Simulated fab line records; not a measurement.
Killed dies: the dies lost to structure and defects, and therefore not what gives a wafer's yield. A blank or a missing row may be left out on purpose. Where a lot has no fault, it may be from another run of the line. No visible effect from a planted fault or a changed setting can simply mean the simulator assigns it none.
Problem report, 8D (eight disciplines) form, completed by code | flow nand_harc | the parts of the form that need people (team, actions taken, sign-off) are left out

## 1. WHAT IS WRONG
Mean of overlay_x_nm at NHARC_A_M1_OVL_MEAS_10: 39.5 nm across 6 wafers in 2 lots; on wafers with no fault it is -0.3 nm (standard deviation 0.76). That puts it +52 standard deviations away from the usual mean.
The step: pitch 240 nm.
Seen first at day 30 17:10 on overlay-02, wafer L638.1. Wafers with a number at this step in the record: 36, from 12 lots. Rule for "out", or "out of limits": more than 4 standard deviations from the usual mean. The other wafers with a number count as sound.

## 2. WHAT IT IS, WHAT IT ISN'T
question                    | is                     | is not
which readings at this step | overlay_x_nm           | -
which lots                  | L638, L639             | L619, L621, L622, L623, L624, L625, L630, L632, L640, L642
which wafers of those lots  | all that have a number | -
read on which gauges        | overlay-02             | overlay-01
when                        | from day 30 17:10      | up to then (24 sound wafers); but 6 sound wafers of L640, L642 came after

## 3. WHAT RULES OUT EACH SUSPECT
Counting: a tool at any process step up to the reading remains a suspect when it ran all the lots that are out and ran no sound lot after the first of those.
- the gauge at NHARC_A_M1_OVL_MEAS_10: kept. All the wafers that are out were read on overlay-02, and no step on other tools shows them out.
- arfi_scanner-02 at NHARC_A_M1_EXPOSE_06 (exposes mask A M1, target cd 120 nm): kept. It processed each lot that is out, first L638 at day 30 16:57, and no sound lot thereafter; up to then, the last sound lot it processed was L625 at day 25 11:07.
Remaining after the count are arfi_scanner-02 at NHARC_A_M1_EXPOSE_06 and overlay-02 at NHARC_A_M1_OVL_MEAS_10.

## 4. THE CAUSE (what the simulator had put in)
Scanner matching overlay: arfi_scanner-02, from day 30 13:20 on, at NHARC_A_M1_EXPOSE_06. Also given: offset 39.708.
This tool is one of the 2 suspects left after counting.

## 5. SEQUENCE OF EFFECTS, ordered by route
One row per reading whose mean, taken over the struck wafers that have a number, lies over 3 standard deviations from the usual. Only readings whose record carries a usual standard deviation are examined. hours: median over the lots of the time between each lot's start at the first step of this table that gives one and its start at this step. sigmas: the change, counted in usual standard deviations.
hours | step                   | reading      | usual   | on struck wafers | change | sigmas
0     | NHARC_A_M1_OVL_MEAS_10 | overlay_x_nm | -0.3 nm | 39.5             | +39.8  | +52

## 6. HOW IT WOULD HAVE BEEN CAUGHT EARLIER
4 hours passed between the start of the fault at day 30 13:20 and the first reading out of limits at a measuring or inspecting step in this record, taken at day 30 17:10.
Of the lots that are out (2), L639 began NHARC_A_M1_EXPOSE_06 on arfi_scanner-02 after day 30 17:10. A tool hold placed at that time would have kept it from harm.
